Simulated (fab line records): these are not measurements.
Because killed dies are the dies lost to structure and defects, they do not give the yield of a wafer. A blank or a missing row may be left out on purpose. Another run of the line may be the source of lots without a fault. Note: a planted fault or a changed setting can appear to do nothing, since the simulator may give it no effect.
Split-lot study -- flow n5_finfet -- 21 wafers read across 7 lots, on a route 1938 steps long

== SPLIT DETAILS ==
At N5_SD_EPI_N_ETCH_45 (etches SiOCN in CH3F/O2, target depth 6 nm), the setting target_depth_a was moved away from the recipe's 60 angstrom on 5 of the 21 wafers read, by -10.7% to +10.0%. All remaining wafers had this setting at the recipe value.

The split's own step is where the reading is taken.

== THE READING ==
etch.depth_nm (the simulator's own value, which no gauge read), in nm, at N5_SD_EPI_N_ETCH_45 (etches SiOCN in CH3F/O2, target depth 6 nm). There is no usual value for it anywhere in the file. Average 5.891 nm, standard deviation 0.12 nm, over the 16 wafers here run with the recipe.

wafer,"tool, chamber at the split","target_depth_a as run, angstrom",against the recipe,"etch.depth_nm, nm",against lot-mates on the recipe
L074.3,"rie_diel-06, 3",60,recipe,5.745,-
L074.4,"rie_diel-06, 2",66.01,+10.0%,6.544,+0.799
L074.5,"rie_diel-06, 1",66.01,+10.0%,6.466,+0.721
L076.1,"rie_diel-05, 2",53.58,-10.7%,5.423,-0.538
L076.4,"rie_diel-05, 0",60,recipe,6.152,-
L076.6,"rie_diel-05, 3",60,recipe,5.77,-
L082.1,"rie_diel-05, 1",60,recipe,5.904,-
L082.3,"rie_diel-05, 2",60,recipe,6.105,-
L082.6,"rie_diel-05, 0",60,recipe,6.05,-
L088.2,"rie_diel-03, 0",60,recipe,5.83,-
L088.4,"rie_diel-03, 2",63.6,+6.0%,6.4,+0.570
L088.6,"rie_diel-03, 3",63.6,+6.0%,6.347,+0.517
L089.1,"rie_diel-06, 2",60,recipe,5.88,-
L089.2,"rie_diel-06, 3",60,recipe,5.852,-
L089.6,"rie_diel-06, 3",60,recipe,5.861,-
L091.2,"rie_diel-06, 3",60,recipe,5.947,-
L091.4,"rie_diel-06, 1",60,recipe,5.797,-
L091.6,"rie_diel-06, 1",60,recipe,5.797,-
L094.1,"rie_diel-06, 0",60,recipe,5.997,-
L094.2,"rie_diel-06, 3",60,recipe,5.855,-
L094.6,"rie_diel-06, 1",60,recipe,5.709,-

FIT RESULTS
A straight line over all 21 wafers: etch.depth_nm changes by +0.0584 nm for each +1% of target_depth_a; r = +0.90; the points scatter about the line by 0.13 nm.
The same after taking each lot's own level away (the mean of its wafers on the recipe; 21 wafers): +0.0695 nm for each +1%; r = +0.94; scatter 0.11 nm.
According to that fit, moving target_depth_a by its largest amount changes the reading by 0.74 nm.
The span of the lots' own levels, 5.7450 to 6.0197 nm, comes to 2.2 times the standard deviation stated above.
In other words, the slope is changed by the lot-to-lot level; the two fits disagree.
Check: with one of the wafers moved furthest among these (-10.7%) left out of the fit, the line predicts -0.846 nm for it against its lot-mates. It came out at -0.538 nm against them.

== THE OTHER SPLITS THESE WAFERS WENT THROUGH ==
Note: prior to the reading, these wafers also went through further splits. Each is held against what the fit with the lots' levels taken away leaves over:
other split on the same wafers,wafers away from the commonest value,r with etch.depth_nm (lot level and that fit taken away)
N5_WELL_APT_PEB_23 peb_temp_c,6,-0.03
N5_WELL_APT_DESCUM_30 time_s,4,+0.10
N5_PMOS_HMC_CHANNEL_EPI_HM_DEP_34 time_s,10,-0.12
N5_PMOS_HMC_CHANNEL_EPI_DEVELOP_08 develop_time_s,5,+0.07
N5_FIN_CUT_COAT_02 spin_rpm,10,-0.06
N5_DUMMY_GATE_COAT_28 spin_rpm,8,-0.30

== FILE'S OWN FIT ==
etch.depth_nm changes by +0.0663 nm for each +1% of target_depth_a, r = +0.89.
